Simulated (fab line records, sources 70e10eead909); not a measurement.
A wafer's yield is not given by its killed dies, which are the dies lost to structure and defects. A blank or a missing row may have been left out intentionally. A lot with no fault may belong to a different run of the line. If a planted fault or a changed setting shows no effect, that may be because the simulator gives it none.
fab line records -- flow nandHarc
record lots=12, wafers=36, lastDay=33
route steps=1302 shown P_CONTACT@252 P_M0@263 P_M1@293
lots that met no fault: taken from a fault-free run of the same line
startH: the number of hours between the record's first day and the start of the first shown wafer of the lot -- waitH: hours since the lot's step before -- " repeats the value in the row above -- L1.1+2: several wafers, shown together as one row -- - value missing, or start not given -- * or withheld: withheld -- < > ~ a bound
route shown NAME@n: a module of which the file shows steps, and the number in the route of the first -- usual: mean/standard deviation taken from wafers without a fault -- same: alike in all rows -- chamber/n: place in a boat -- sites: readings site by site -- _std_site: how widely they spread, as a standard deviation -- _edge_site: the outer-site mean with the inner-site mean subtracted -- radiusMm: how far each site lies from the wafer's centre -- mask NAME#n: copy n -- behind: tool/chamber where the wafer was last shaped -- hold: what put the lot on hold/how long, in hours/how the hold closed -- device: transistor that didn't switch, given as n, p or np -- end of line: at the end of the route, the tests of the same wafers -- for a step that has no rows: nothing shown but its recipe -- killed: count of dies lost to structure and defects at first sort (not the wafer's yield) -- map: the dies of a wafer, with x for killed, . for not killed, _ for no die there
set.NAME: setting as actually run; set.NAME@STEP: the setting as run at that earlier step -- model.NAME: the simulator's own value behind a step, which no gauge read
one table for each step of the route and one row for each wafer, over a sample of lots
services: when a tool's chamber went out of use (startH, in hours from the record's first day, below 0 if earlier), for how many hours, and the reason
## steps
# step NHARC_P_CONTACT_INSPECT_27
# usual rawDefectCount=313/110
lot.wafer,tool,chamber,startH,waitH,rawDefectCount
L286.1,defectInspect-01,-,125.37,0.1,646
L286.5,defectInspect-01,-,125.37,0.1,457
L286.6,defectInspect-01,-,125.37,0.1,581
L287.1,defectInspect-01,-,133.36,0.1,388
L287.2,defectInspect-01,-,133.36,0.1,270
L287.5,defectInspect-01,-,133.36,0.1,197
L288.1,defectInspect-02,-,137.89,0.1,325
L288.3,defectInspect-02,-,137.89,0.1,238
L288.5,defectInspect-02,-,137.89,0.1,345
L289.1,defectInspect-02,-,156.26,0.1,390
L289.2,defectInspect-02,-,156.26,0.1,422
L289.6,defectInspect-02,-,156.26,0.1,422
L291.2,defectInspect-02,-,174.93,0.1,293
L291.3,defectInspect-02,-,174.93,0.1,241
L291.4,defectInspect-02,-,174.93,0.1,446
L292.2,defectInspect-02,-,180.36,0.1,624
L292.4,defectInspect-02,-,180.36,0.1,438
L292.5,defectInspect-02,-,180.36,0.1,232
L294.2,defectInspect-01,-,198.14,0.1,285
L294.5,defectInspect-01,-,198.14,0.1,187
L294.6,defectInspect-01,-,198.14,0.1,228
L295.1,defectInspect-01,-,216.00,0.1,308
L295.5,defectInspect-01,-,216.00,0.1,289
L295.6,defectInspect-01,-,216.00,0.1,438
L296.1,defectInspect-02,-,223.05,0.1,325
L296.4,defectInspect-02,-,223.05,0.1,220
L296.6,defectInspect-02,-,223.05,0.1,676
L301.1,defectInspect-02,-,266.38,0.1,253
L301.4,defectInspect-02,-,266.38,0.1,466
L301.6,defectInspect-02,-,266.38,0.1,285
L308.3,defectInspect-02,-,341.67,0.1,367
L308.4,defectInspect-02,-,341.67,0.1,169
L308.6,defectInspect-02,-,341.67,0.1,357
L309.1,defectInspect-02,-,357.83,0.1,439
L309.3,defectInspect-02,-,357.83,0.1,699
L309.6,defectInspect-02,-,357.83,0.1,339
# step NHARC_P_M0_CD_MEAS_09
# recipe targetCdNm=90, landingEnergyEv=500
# usual cdNm=90.1/0.74
# same landingEnergyEv=500
lot.wafer,tool,chamber,startH,waitH,cdNm
L286.1,cdSem-02,0,126.14,-,89.6
L286.5,cdSem-02,0,126.14,-,89.2
L286.6,cdSem-02,0,126.14,-,90.9
L287.1,cdSem-02,0,134.37,-,88.5
L287.2,cdSem-02,0,134.37,-,90.5
L287.5,cdSem-02,0,134.37,-,89.7
L288.1,cdSem-03,0,138.67,-,89.1
L288.3,cdSem-03,0,138.67,-,89.7
L288.5,cdSem-03,0,138.67,-,89.0
L289.1,cdSem-02,0,157.03,-,89.2
L289.2,cdSem-02,0,157.03,-,90.5
L289.6,cdSem-02,0,157.03,-,89.7
L291.2,cdSem-01,0,175.93,-,89.6
L291.3,cdSem-01,0,175.93,-,89.8
L291.4,cdSem-01,0,175.93,-,89.5
L292.2,cdSem-03,0,181.27,-,90.0
L292.4,cdSem-03,0,181.27,-,92.2
L292.5,cdSem-03,0,181.27,-,90.7
L294.2,cdSem-03,0,199.18,-,89.1
L294.5,cdSem-03,0,199.18,-,89.9
L294.6,cdSem-03,0,199.18,-,88.8
L295.1,cdSem-03,0,216.78,-,88.8
L295.5,cdSem-03,0,216.78,-,89.2
L295.6,cdSem-03,0,216.78,-,89.3
L296.1,cdSem-02,0,223.83,-,91.3
L296.4,cdSem-02,0,223.83,-,89.9
L296.6,cdSem-02,0,223.83,-,89.8
L301.1,cdSem-03,0,267.28,-,90.0
L301.4,cdSem-03,0,267.28,-,90.6
L301.6,cdSem-03,0,267.28,-,89.6
L308.3,cdSem-01,0,342.45,-,90.0
L308.4,cdSem-01,0,342.45,-,89.8
L308.6,cdSem-01,0,342.45,-,90.0
L309.1,cdSem-03,0,358.61,-,89.3
L309.3,cdSem-03,0,358.61,-,89.2
L309.6,cdSem-03,0,358.61,-,89.2
# step NHARC_P_M1_PEB_07
# recipe pebTempC=100, pebTimeS=65
# usual chillPlateTempC=23.00/0.097, heaterPowerTotalW=156.6/0.42, plateTempC=100.01/0.13
lot.wafer,tool,chamber,startH,waitH,chillPlateTempC,heaterPowerTotalW,plateTempC
L286.1,lithoTrack-04,0,130.29,0.1,22.86,156.1,100.19
L286.5,lithoTrack-04,0,130.29,0.1,22.87,156.2,100.06
L286.6,lithoTrack-04,0,130.29,0.1,23.03,156.9,100.17
L287.1,lithoTrack-04,0,138.21,0.1,22.87,156.0,99.86
L287.2,lithoTrack-04,0,138.21,0.1,22.98,156.0,99.85
L287.5,lithoTrack-04,0,138.21,0.1,22.94,156.1,99.93
L288.1,lithoTrack-06,0,142.48,0.1,23.12,156.9,99.96
L288.3,lithoTrack-06,0,142.48,0.1,23.09,157.1,100.23
L288.5,lithoTrack-06,0,142.48,0.1,22.88,156.3,100.07
L289.1,lithoTrack-04,0,161.11,0.1,22.98,156.0,100.01
L289.2,lithoTrack-04,0,161.11,0.1,22.90,156.5,100.24
L289.6,lithoTrack-04,0,161.11,0.1,22.87,156.5,99.99
L291.2,lithoTrack-04,0,179.81,0.1,23.01,156.5,99.85
L291.3,lithoTrack-04,0,179.81,0.1,23.08,157.0,99.96
L291.4,lithoTrack-04,0,179.81,0.1,23.13,156.4,99.88
L292.2,lithoTrack-04,0,185.11,0.1,22.95,156.9,100.06
L292.4,lithoTrack-04,0,185.11,0.1,23.14,156.0,100.13
L292.5,lithoTrack-04,0,185.11,0.1,23.10,156.6,100.00
L294.2,lithoTrack-01,0,203.16,0.1,23.13,157.2,99.98
L294.5,lithoTrack-01,0,203.16,0.1,23.10,156.4,100.16
L294.6,lithoTrack-01,0,203.16,0.1,23.00,156.2,100.13
L295.1,lithoTrack-06,0,220.95,0.1,22.93,156.8,100.12
L295.5,lithoTrack-06,0,220.95,0.1,22.95,157.1,99.93
L295.6,lithoTrack-06,0,220.95,0.1,22.99,157.1,100.01
L296.1,lithoTrack-01,0,227.80,0.1,22.94,157.0,99.98
L296.4,lithoTrack-01,0,227.80,0.1,22.82,156.0,100.10
L296.6,lithoTrack-01,0,227.80,0.1,23.10,155.9,100.11
L301.1,lithoTrack-06,0,271.26,0.1,23.06,157.2,99.86
L301.4,lithoTrack-06,0,271.26,0.1,22.98,156.1,99.94
L301.6,lithoTrack-06,0,271.26,0.1,23.13,157.1,100.05
L308.3,lithoTrack-04,0,346.81,0.1,23.18,162.4,102.80
L308.4,lithoTrack-04,0,346.81,0.1,23.01,162.9,102.81
L308.6,lithoTrack-04,0,346.81,0.1,23.06,161.9,102.95
L309.1,lithoTrack-04,0,362.68,0.1,23.01,163.0,102.90
L309.3,lithoTrack-04,0,362.68,0.1,22.85,162.7,102.71
L309.6,lithoTrack-04,0,362.68,0.1,23.09,162.4,102.66
# step NHARC_P_M1_CD_MEAS_09
# recipe targetCdNm=130, landingEnergyEv=500
# usual cdNm=130.3/0.82
# same landingEnergyEv=500
lot.wafer,tool,chamber,startH,waitH,cdNm
L286.1,cdSem-02,0,130.37,-,129.5
L286.5,cdSem-02,0,130.37,-,128.8
L286.6,cdSem-02,0,130.37,-,129.7
L287.1,cdSem-01,0,138.29,-,131.1
L287.2,cdSem-01,0,138.29,-,129.1
L287.5,cdSem-01,0,138.29,-,130.4
L288.1,cdSem-03,0,142.56,-,129.4
L288.3,cdSem-03,0,142.56,-,130.1
L288.5,cdSem-03,0,142.56,-,128.7
L289.1,cdSem-03,0,161.18,-,130.1
L289.2,cdSem-03,0,161.18,-,131.8
L289.6,cdSem-03,0,161.18,-,130.0
L291.2,cdSem-02,0,179.90,-,129.9
L291.3,cdSem-02,0,179.90,-,131.2
L291.4,cdSem-02,0,179.90,-,130.9
L292.2,cdSem-01,0,185.20,-,130.4
L292.4,cdSem-01,0,185.20,-,131.1
L292.5,cdSem-01,0,185.20,-,130.3
L294.2,cdSem-02,0,203.24,-,130.9
L294.5,cdSem-02,0,203.24,-,129.3
L294.6,cdSem-02,0,203.24,-,129.2
L295.1,cdSem-02,0,221.03,-,130.0
L295.5,cdSem-02,0,221.03,-,129.1
L295.6,cdSem-02,0,221.03,-,129.7
L296.1,cdSem-03,0,227.88,-,130.1
L296.4,cdSem-03,0,227.88,-,131.5
L296.6,cdSem-03,0,227.88,-,131.5
L301.1,cdSem-03,0,271.34,-,130.7
L301.4,cdSem-03,0,271.34,-,129.7
L301.6,cdSem-03,0,271.34,-,129.4
L308.3,cdSem-02,0,346.90,-,139.5
L308.4,cdSem-02,0,346.90,-,139.0
L308.6,cdSem-02,0,346.90,-,139.6
L309.1,cdSem-01,0,362.76,-,138.1
L309.3,cdSem-01,0,362.76,-,137.9
L309.6,cdSem-01,0,362.76,-,139.1
# step NHARC_P_M1_OVL_MEAS_10
# recipe pitchNm=260
# usual overlayXNm=0.0/1.1, overlayYNm=0.0/0.88
lot.wafer,tool,chamber,startH,waitH,overlayXNm,overlayYNm
L286.1,overlay-01,-,130.46,-,-0.4,-0.8
L286.5,overlay-01,-,130.46,-,-0.2,-0.5
L286.6,overlay-01,-,130.46,-,-0.6,-0.4
L287.1,overlay-02,-,138.37,-,-1.1,-0.2
L287.2,overlay-02,-,138.37,-,-0.3,0.0
L287.5,overlay-02,-,138.37,-,-1.3,-0.3
L288.1,overlay-01,-,142.65,-,1.8,-0.8
L288.3,overlay-01,-,142.65,-,1.9,-1.3
L288.5,overlay-01,-,142.65,-,1.3,-0.5
L289.1,overlay-01,-,161.27,-,-2.3,1.9
L289.2,overlay-01,-,161.27,-,-2.2,2.2
L289.6,overlay-01,-,161.27,-,-2.0,2.7
L291.2,overlay-01,-,179.98,-,0.6,0.3
L291.3,overlay-01,-,179.98,-,1.1,0.3
L291.4,overlay-01,-,179.98,-,0.8,0.8
L292.2,overlay-02,-,185.30,-,-0.3,0.0
L292.4,overlay-02,-,185.30,-,0.4,0.0
L292.5,overlay-02,-,185.30,-,-0.2,0.1
L294.2,overlay-02,-,203.32,-,0.6,0.5
L294.5,overlay-02,-,203.32,-,-0.3,0.3
L294.6,overlay-02,-,203.32,-,0.6,0.2
L295.1,overlay-01,-,221.12,-,-0.8,-0.4
L295.5,overlay-01,-,221.12,-,-0.9,-0.8
L295.6,overlay-01,-,221.12,-,-1.1,-0.7
L296.1,overlay-02,-,227.97,-,1.4,-0.1
L296.4,overlay-02,-,227.97,-,0.8,0.3
L296.6,overlay-02,-,227.97,-,0.4,0.2
L301.1,overlay-02,-,271.43,-,0.3,1.6
L301.4,overlay-02,-,271.43,-,0.7,1.2
L301.6,overlay-02,-,271.43,-,1.0,1.5
L308.3,overlay-01,-,346.98,-,1.0,0.3
L308.4,overlay-01,-,346.98,-,0.8,0.3
L308.6,overlay-01,-,346.98,-,0.7,0.0
L309.1,overlay-02,-,362.84,-,0.5,-0.5
L309.3,overlay-02,-,362.84,-,0.7,-1.0
L309.6,overlay-02,-,362.84,-,0.6,-0.2
## services
tool,chamber,startH,hours,kind
lithoTrack-06,-,133.89,-,consumableReplace:filter
lithoTrack-01,-,155.00,7.0,pm
lithoTrack-01,-,166.36,-,consumableReplace:filter
lithoTrack-06,-,179.00,7.0,pm
lithoTrack-04,-,203.00,7.0,pm
lithoTrack-01,-,330.00,7.0,pm
lithoTrack-06,-,354.00,7.0,pm
## key
firstSign step=NHARC_P_M1_PEB_07, reading=plateTempC, direction=up, sigmas=21, usual=*, struck=*
effect step=NHARC_P_M1_PEB_07, reading=heaterPowerTotalW, direction=up, sigmas=14, usual=*, struck=*
effect step=NHARC_P_M1_CD_MEAS_09, reading=cdNm, direction=up, sigmas=10, usual=130.3, struck=138.9
metAt NHARC_P_M1_PEB_07
struckLots L308,L309
notActingAt NHARC_P_CONTACT_INSPECT_27,NHARC_P_M0_CD_MEAS_09,NHARC_P_M1_OVL_MEAS_10
onsetBetween 185.11 346.81
fault kind=processParameterDrift, tool=lithoTrack-04, chamber=-, onsetH=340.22, steps=NHARC_P_M1_PEB_07, channel=pebTempC, offset=*, shape=step, endH=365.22, actsIn=*, stated=*
